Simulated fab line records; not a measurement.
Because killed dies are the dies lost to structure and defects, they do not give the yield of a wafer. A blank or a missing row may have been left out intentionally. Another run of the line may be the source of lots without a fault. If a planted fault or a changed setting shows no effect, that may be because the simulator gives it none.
Chamber matching -- flow nand harc -- pecvd-02 running NHARC_P_M1_PRE_CLEAN_32: 3 sister chambers
The step time 12 s. 3 wafers are shown with their chamber, then 12 later ones without.

== EACH WAFER AND ITS CHAMBER ==
wafer,chamber,heater power w (W)
L089.5,0,496
L088.4,2,637
L088.5,1,728

== WAFERS WITHOUT THEIR CHAMBER ==
wafer,heater power w (W)
L091.2,611
L091.4,596
L091.5,785
L095.2,551
L095.3,773
L095.6,567
L096.2,579
L096.3,788
L096.5,565
L097.3,570
L097.5,608
L097.6,743

== THE CHAMBER EACH PASSED THROUGH ==
wafer,from the rows above,in truth
L091.2,can't be placed: 2 or 0 or 1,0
L091.4,can't be placed: 2 or 0 or 1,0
L091.5,can't be placed: 1 or 2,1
L095.2,can't be placed: 0 or 2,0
L095.3,can't be placed: 1 or 2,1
L095.6,can't be placed: 2 or 0 or 1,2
L096.2,can't be placed: 2 or 0 or 1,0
L096.3,can't be placed: 1 or 2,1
L096.5,can't be placed: 0 or 2 or 1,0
L097.3,can't be placed: 2 or 0 or 1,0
L097.5,can't be placed: 2 or 0 or 1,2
L097.6,can't be placed: 1 or 2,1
Correct placement for 0 of the 12. Unplaceable from these rows: 12, with the true chamber sitting among the candidates in 12. Number placed wrongly: 0.
How it was worked out, from the rows above alone: a wafer's distance from a chamber is the root of the sum, over the readings, of the square of ((its reading less the chamber's mean) divided by the reading's scatter). The wafer belongs to the nearest chamber; if the next one is less than 2 further off, it can't be placed. The mean given for a chamber averages the wafers shown for that chamber. The scatter: with one shown wafer a chamber, the root of the mean of the squares of how far each hidden wafer lies from its nearest shown one.
